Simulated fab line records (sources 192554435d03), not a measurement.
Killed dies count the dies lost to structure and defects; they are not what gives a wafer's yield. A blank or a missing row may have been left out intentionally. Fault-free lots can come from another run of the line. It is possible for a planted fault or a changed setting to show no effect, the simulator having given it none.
Split-lot study -- flow n5Finfet -- 39 wafers read from 7 lots, route of 1938 steps

ABOUT THE SPLIT
At N5_FIN_SAQP_HM_DEP_03 (deposits SiNx from SiH4/NH3/N2, target thk 38 nm, time 33.6 s), the setting targetThkA was moved away from the recipe's 380 angstrom on 15 of the 39 wafers read, by -49.6% to +52.4%. The other wafers ran this setting at the recipe's value.

FROM THE SPLIT TO THE READING: what the file shows between them, 8 steps
- N5_FIN_SAQP_THK_MEAS_05
- N5_FIN_SAQP_PECVD_47: deposits a-Si from SiH4/He, target thk 45 nm, time 36.3 s
- N5_FIN_SAQP_PECVD_48: deposits SiNx from SiH4/NH3/N2, target thk 25 nm, time 22.1 s
- N5_FIN_SAQP_MANDREL2_REMOVE_60: chemistry HBr/Cl2/O2, target a-Si, stops on SiNx, bt time 10 s
- N5_FIN_SAQP_HM_OPEN_33: chemistry CH3F/O2, target SiNx, target depth 49.4 nm, time 70.6 s
- N5_FIN_SAQP_ETCH_34: etches SiO2 in C4F6/O2, target depth 45 nm, time 15 s
- N5_FIN_SAQP_STRIP_77: strips in N2/H2, time 90 s
- N5_FIN_SAQP_ETCH_64: etches SiO2 in CF4, target depth 1.5 nm

THE READING
SiNx_of_FIN_SAQP_HM_DEP_03.thkNm (the simulator's own value, which no gauge read), in nm, at N5_FIN_SAQP_FIN_ETCH_36 (etches the open film in HBr/Cl2/O2, target depth 120 nm, time 50.4 s). No usual value for it is given in the file. Average 21.4 nm, standard deviation 0.55 nm, over the 24 wafers here run with the recipe.

wafer,"tool, chamber at the split","targetThkA as run, angstrom",against the recipe,"SiNx_of_FIN_SAQP_HM_DEP_03.thkNm, nm",against lot-mates on the recipe
L076.1,"pecvd-03, 1",380,recipe,21,-
L076.2,"pecvd-03, 0",191.5,-49.6%,2.4,-18.2
L076.3,"pecvd-03, 2",380,recipe,20.2,-
L076.4,"pecvd-03, 2",380,recipe,20.6,-
L076.5,"pecvd-03, 1",191.5,-49.6%,2.6,-18.0
L076.6,"pecvd-03, 0",191.5,-49.6%,2.8,-17.8
L079.1,"pecvd-03, 2",380,recipe,20.6,-
L079.2,"pecvd-03, 0",380,recipe,21.6,-
L079.3,"pecvd-03, 1",380,recipe,21.4,-
L079.4,"pecvd-03, 2",475.5,+25.1%,31.2,+10.0
L079.5,"pecvd-03, 1",475.5,+25.1%,31.2,+10.0
L079.6,"pecvd-03, 0",475.5,+25.1%,31.2,+10.0
L083.2,"pecvd-03, 1",380,recipe,21.8,-
L083.5,"pecvd-03, 1",380,recipe,22.4,-
L083.6,"pecvd-03, 0",380,recipe,22.4,-
L088.1,"pecvd-03, 0",380,recipe,21.8,-
L088.4,"pecvd-03, 0",380,recipe,21.8,-
L088.2,"pecvd-03, 1",288.9,-24.0%,12.6,-9.3
L088.3,"pecvd-03, 2",288.9,-24.0%,12.2,-9.7
L088.5,"pecvd-03, 2",288.9,-24.0%,12.8,-9.1
L088.6,"pecvd-03, 1",380,recipe,22,-
L092.1,"pecvd-02, 1",380,recipe,20.8,-
L092.2,"pecvd-02, 0",474,+24.7%,29.8,+8.6
L092.3,"pecvd-02, 2",474,+24.7%,30.6,+9.4
L092.4,"pecvd-02, 2",380,recipe,21.2,-
L092.5,"pecvd-02, 0",474,+24.7%,30,+8.8
L092.6,"pecvd-02, 1",380,recipe,21.6,-
L095.1,"pecvd-03, 0",380,recipe,21.2,-
L095.4,"pecvd-03, 0",380,recipe,21.2,-
L095.5,"pecvd-03, 2",380,recipe,21.2,-
L095.2,"pecvd-03, 1",380,recipe,21.4,-
L095.3,"pecvd-03, 2",380,recipe,20.8,-
L095.6,"pecvd-03, 1",380,recipe,22,-
L097.1,"pecvd-03, 0",579.2,+52.4%,40.8,+19.5
L097.2,"pecvd-03, 2",579.2,+52.4%,41.2,+19.9
L097.6,"pecvd-03, 2",579.2,+52.4%,41.2,+19.9
L097.3,"pecvd-03, 1",380,recipe,21,-
L097.4,"pecvd-03, 0",380,recipe,21.2,-
L097.5,"pecvd-03, 1",380,recipe,21.6,-

THE FIT
A straight line over all 39 wafers: SiNx_of_FIN_SAQP_HM_DEP_03.thkNm changes by +0.376 nm for each +1% of targetThkA; r = +1.00; the points scatter about the line by 0.5 nm.
The same after taking each lot's own level away (the mean of its wafers on the recipe; 39 wafers): +0.374 nm for each +1%; r = +1.00; scatter 0.4 nm.
Per that fit: largest targetThkA move, reading shift of 20 nm.
Measured against the standard deviation above, the lots' own levels, which go from 20.60 to 22.20 nm, span 2.9 times it.
So the lot-to-lot level changes the slope little: the two slopes agree.
Check: for one of the wafers moved furthest among these (+52.4%), held out of the fit, the line's prediction against its lot-mates is +19.7 nm. Against them it came out at +19.5 nm.

THESE WAFERS: OTHER SPLITS
Other splits were also applied to these wafers ahead of the reading. Each is held against what the fit with the lots' levels taken away leaves over:
other split on the same wafers,wafers away from the commonest value,r with SiNx_of_FIN_SAQP_HM_DEP_03.thkNm (lot level and that fit taken away)
N5_ZERO_LAYER_PECVD_02 timeS,6,+0.14

THE WHOLE CHAIN: every reading that the file lists as answering this split, in the file's order
step,what it does,reading,change (the file's fit),r (the file's)
N5_FIN_SAQP_HM_DEP_03,"deposits SiNx from SiH4/NH3/N2, target thk 38 nm, time 33.6 s","SiNx_of_FIN_SAQP_HM_DEP_03.thkNm (the simulator's own value, which no gauge read)",+0.375 nm for each +1% of the setting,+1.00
N5_FIN_SAQP_THK_MEAS_05,,thkNm,withheld for each +1% of the setting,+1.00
N5_FIN_SAQP_HM_OPEN_33,"chemistry CH3F/O2, target SiNx, target depth 49.4 nm, time 70.6 s",etchRfOnTimeS,withheld for each +1% of the setting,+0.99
N5_FIN_SAQP_HM_OPEN_33,"chemistry CH3F/O2, target SiNx, target depth 49.4 nm, time 70.6 s","etch.depthNm (the simulator's own value, which no gauge read)",+0.375 nm for each +1% of the setting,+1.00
N5_FIN_SAQP_FIN_ETCH_36,"etches the open film in HBr/Cl2/O2, target depth 120 nm, time 50.4 s","SiNx_of_FIN_SAQP_HM_DEP_03.thkNm (the simulator's own value, which no gauge read)",+0.374 nm for each +1% of the setting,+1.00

THE FILE'S OWN FIT
SiNx_of_FIN_SAQP_HM_DEP_03.thkNm changes by +0.374 nm for each +1% of targetThkA, r = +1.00.
